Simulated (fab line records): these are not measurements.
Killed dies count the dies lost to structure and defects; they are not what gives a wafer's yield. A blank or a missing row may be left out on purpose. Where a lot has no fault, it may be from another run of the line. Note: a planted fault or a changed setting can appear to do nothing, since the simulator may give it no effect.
One fault through the eyes of 2 desks -- flow nandHarc -- only its own numbers are on each desk; what lay behind them is given at the end

METROLOGY DESK
Means of the sampled wafers that have a number, per lot and without regard to the tool the lot ran on: this is what the gauges read. Any lot whose mean is over 4 standard deviations away from the usual mean is out of limits and marked OUT; that distance is given in the brackets.
Columns: A = cdNm at NHARC_P_ZERO_WELL_CD_MEAS_37, usual 718.4 nm; B = cdNm at NHARC_P_STI_CD_MEAS_09, usual 199.3 nm
lot,first seen here,A,B
L755,day 2 19:58,717.5,200.9
L757,day 3 16:19,770.2 (+29) OUT,196.4
L758,day 4 02:29,720.4,198.9
L759,day 4 12:15,760.6 (+23) OUT,199.1
L766,day 7 10:11,717.7,200.6
L767,day 7 20:07,719.3,198.6
L768,day 8 06:07,719.1,200.0
L769,day 8 16:06,716.7,200.1
L770,day 9 02:07,720.1,201.1
L771,day 9 11:58,717.7,200.4
L773,day 10 09:34,719.6,198.7
This desk's verdict: out of limits on L757, L759, starting with L757 at day 3 16:19 (cdNm at NHARC_P_ZERO_WELL_CD_MEAS_37). In limits: L755, L758, L766, L767, L768, L769, L770, L771, L773.

TOOL OWNER'S DESK, krfScanner-04
The tool's own readings at NHARC_P_ZERO_WELL_EXPOSE_34 (exposes mask P PWELL, target cd 720 nm): means of the sampled wafers that have a number, for each lot that ran on this tool. Any lot whose mean is over 4 standard deviations away from the usual mean is out of limits and marked OUT; that distance is given in the brackets.
Columns: A = focusOffsetNm at NHARC_P_ZERO_WELL_EXPOSE_34, usual 0.1 nm; B = reticleTempC at NHARC_P_ZERO_WELL_EXPOSE_34, usual 23.00 C; C = stageVelMmS at NHARC_P_ZERO_WELL_EXPOSE_34, usual 499.98 mm/s
lot,first seen here,A,B,C
L755,day 2 19:49,0.4,23.03,499.94
L757,day 3 16:10,-0.7,23.00,500.04
L759,day 4 12:05,-0.0,22.99,500.17
L766,day 7 10:02,0.1,23.04,500.18
L767,day 7 19:58,0.3,23.07,499.72
L770,day 9 01:58,0.5,23.00,500.22
L773,day 10 09:25,-0.1,22.95,499.91
Finding of this desk: none of the 7 lots has anything out of limits.

ALL TOGETHER
Metrology desk: alarm possible at day 3 16:19 on L757, L759.
Nothing out of limits was seen by the tool owner's desk.
Tool owner's desk: L757, L759 on record, inside its limits.
The lots listed all ran NHARC_P_ZERO_WELL_EXPOSE_34 on krfScanner-04.

WHAT THE SIMULATOR HAD INSERTED
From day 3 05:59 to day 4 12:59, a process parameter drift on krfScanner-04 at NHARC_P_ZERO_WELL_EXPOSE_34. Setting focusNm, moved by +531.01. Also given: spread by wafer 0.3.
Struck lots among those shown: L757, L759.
Time in hours between the start of the fault and the first out-of-limits reading at each desk: metrology desk, 10.
